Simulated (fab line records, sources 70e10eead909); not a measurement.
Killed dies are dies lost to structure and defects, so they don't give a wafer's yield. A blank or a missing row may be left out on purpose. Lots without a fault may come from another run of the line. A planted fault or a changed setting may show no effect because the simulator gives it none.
A struck lot beside a sound one | flow nand_harc | 13 steps out of a route of 1159
Sound: wafers L997.1, L997.4, L997.6. Struck: wafer L113.3. (L113.2 of the same lot was not struck and is left out.) The cause comes at the end.
At each step with rows: each side's tool, then ch and its chambers, then its first start. Under that, the readings that differ: sound wafers | struck wafers | difference of the means | sigmas: that difference in standard deviations of wafers without a fault.
alike: readings whose means differ by less than 2 such deviations, and words and numbers that are the same on both sides. not compared: withheld readings, readings that some wafer has no value for, bounds like >300 that may hide the same value, and numbers for which the record gives no deviation and whose values overlap.
The two part at a step that has a row with sigmas, a row that says differs or no value, or rows on one side only. Numbers that don't overlap but have no deviation are shown without sigmas and don't part them. A reading that every wafer of one side lacks parts them only if that side has two wafers or more.

first, 3 steps without rows for these wafers: NHARC_A_STAIRCASE_PEB_215 (peb time 130 s); NHARC_A_STAIRCASE_DEVELOP_216 (time 140 s); NHARC_A_STAIRCASE_HARDBAKE_218 (time 140 s).
NHARC_A_STAIRCASE_DESCUM_219: chemistry O2, time 3 s.
  sound on rie_diel-12 ch 0,1,3, day 11 14:20; struck on rie_diel-02 ch 2, day 15 03:53
  alike: drypump_motor_current_A, oes_product_au, rf_vpp_V, showerhead_plenum_p_Torr, throttle_valve_pct
  not compared: rf_hours_counter_h
NHARC_A_STAIRCASE_TRIM_220: chemistry O2, time 211.2 s.
  sound on rie_diel-12 ch 0,1,3, day 11 14:28; struck on rie_diel-02 ch 2, day 15 04:04
  reading               | sound             | struck | difference | sigmas
  oes_product_au (a.u.) | 1.001 1.001 1.006 | 0.983  | -0.020     | -3
  rf_vpp_V (V)          | 56.7 59.1 59.8    | 56.4   | -2.1       | -2
  alike: drypump_motor_current_A, showerhead_plenum_p_Torr, throttle_valve_pct
  not compared: rf_hours_counter_h
then, 2 steps without rows for these wafers: NHARC_A_STAIRCASE_ETCH_221 (etches the open film in C4F8/O2, target depth 100 nm, time 40.5 s); NHARC_A_STAIRCASE_TRIM_222 (chemistry O2, time 211.2 s).
NHARC_A_STAIRCASE_ETCH_223: etches the open film in C4F8/O2, target depth 100 nm, time 40.5 s.
  sound on rie_diel-12 ch 0,3; struck on rie_diel-02 ch 2
  alike: oes_product_au, rf_vpp_V, run_length_s
  not compared: rf_hours_counter_h
then, 1 step without rows for these wafers: NHARC_A_STAIRCASE_TRIM_224 (chemistry O2, time 211.2 s).
NHARC_A_STAIRCASE_ETCH_225: etches the open film in C4F8/O2, target depth 100 nm, time 40.5 s.
  sound on rie_diel-12 ch 0,1,3; struck on rie_diel-02 ch 0
  reading      | sound       | struck | difference | sigmas
  rf_vpp_V (V) | 906 901 904 | 888    | -16        | -3
  alike: oes_product_au, run_length_s
  not compared: rf_hours_counter_h
NHARC_A_STAIRCASE_TRIM_226: chemistry O2, time 211.2 s.
  sound on rie_diel-12 ch 0,2,3; struck on rie_diel-02 ch 2
  reading                | sound                | struck | difference | sigmas
  throttle_valve_pct (%) | 17.036 17.044 17.033 | 17.058 | +0.020     | +2
  alike: drypump_motor_current_A, oes_product_au, rf_vpp_V, showerhead_plenum_p_Torr
  not compared: rf_hours_counter_h
NHARC_A_STAIRCASE_ETCH_227: etches the open film in C4F8/O2, target depth 100 nm, time 40.5 s.
  sound on rie_diel-12 ch 0,3, day 11 17:02; struck on rie_diel-02 ch 2, day 15 05:43
  reading          | sound          | struck | difference | sigmas
  run_length_s (s) | 62.7 62.6 62.4 | 50.7   | -11.9      | -24
  alike: oes_product_au, rf_vpp_V
  not compared: rf_hours_counter_h
-- the record jumps here: 9 days lie between the struck wafers' starts before and after (it left off in module A_STAIRCASE and takes up again in module END, whose first step shown is number 1159 of the route) --
NHARC_END_SORT_01:
  the record has rows for the struck wafers here (prober-01 ch 0, day 24 01:57) and none for the sound ones

WHERE THEY PART
First at NHARC_A_STAIRCASE_TRIM_220; last, within this record, at NHARC_END_SORT_01.

WHY: what the simulator had put in
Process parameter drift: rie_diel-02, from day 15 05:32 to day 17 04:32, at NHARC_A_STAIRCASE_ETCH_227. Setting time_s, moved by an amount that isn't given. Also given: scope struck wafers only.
